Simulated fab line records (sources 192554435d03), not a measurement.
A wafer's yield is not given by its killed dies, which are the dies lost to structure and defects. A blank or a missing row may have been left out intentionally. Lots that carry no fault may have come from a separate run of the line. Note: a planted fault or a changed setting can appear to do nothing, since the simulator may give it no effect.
Matching of chambers ; flow n5Finfet ; 4 sister chambers for N5_BEOL_M7_ETCH_65 on rieDiel-04
The step etches SiARC in CF4, target depth 15.6 nm, time 26 s. 16 wafers are shown with their chamber, then 8 later ones without.

== WAFERS WITH THEIR CHAMBER ==
wafer;chamber;showerheadPlenumPTorr (Torr);etchRfOnTimeS (s);rfVppV (V)
L075.1;2;2.14;25.9;183.7
L075.4;1;2.19;27.0;184.8
L075.6;1;2.19;27.1;185.0
L077.2;1;2.19;27.0;186.7
L077.4;2;2.14;26.0;183.1
L077.5;1;2.19;26.8;184.7
L080.2;2;2.13;26.1;185.3
L080.3;3;2.26;26.8;185.5
L080.6;0;2.03;26.6;182.1
L083.4;1;2.19;26.7;184.1
L083.5;2;2.13;26.3;183.5
L083.6;1;2.19;26.9;186.6
L088.2;3;2.26;26.8;186.5
L088.4;2;2.13;26.1;182.9
L088.5;0;2.02;26.4;181.1
L094.1;2;2.13;25.8;182.9

SIGNATURES, as means of the wafers listed above
reading;chamber 0;chamber 1;chamber 2;chamber 3;scatter within a chamber
showerheadPlenumPTorr;2.0250;2.1900;2.1333;2.2600;0.00391
etchRfOnTimeS;26.500;26.917;26.033;26.800;0.153
rfVppV;181.600;185.317;183.567;186.000;0.954
Rule: a wafer lies at a distance from a chamber equal to the root of the sum of squares, over the readings, of (its reading less the chamber's mean, divided by the reading's scatter). The wafer belongs to the nearest chamber; if the next one is less than 2 further off, it can't be placed. The scatter: the root of (the sum of the squares of (reading less its chamber's mean) over the shown wafers, divided by (wafers less chambers)).

== WAFERS MISSING THEIR CHAMBER ==
wafer;showerheadPlenumPTorr (Torr);etchRfOnTimeS (s);rfVppV (V)
L094.5;2.26;26.5;185.0
L094.6;2.13;26.0;183.6
L095.1;2.12;25.8;183.6
L095.4;2.12;26.0;183.8
L095.5;2.25;26.3;184.9
L097.2;2.12;26.5;184.0
L097.3;2.25;27.1;185.4
L097.5;2.12;26.5;183.4

== WHICH CHAMBER EACH ONE RAN IN ==
wafer;from the rows above;in truth
L094.5;3;3
L094.6;2;2
L095.1;2;2
L095.4;2;2
L095.5;3;3
L097.2;2;2
L097.3;3;3
L097.5;2;2
Placed correctly: 8 of 8. Number that these rows cannot place: 0. 0 placed wrongly.
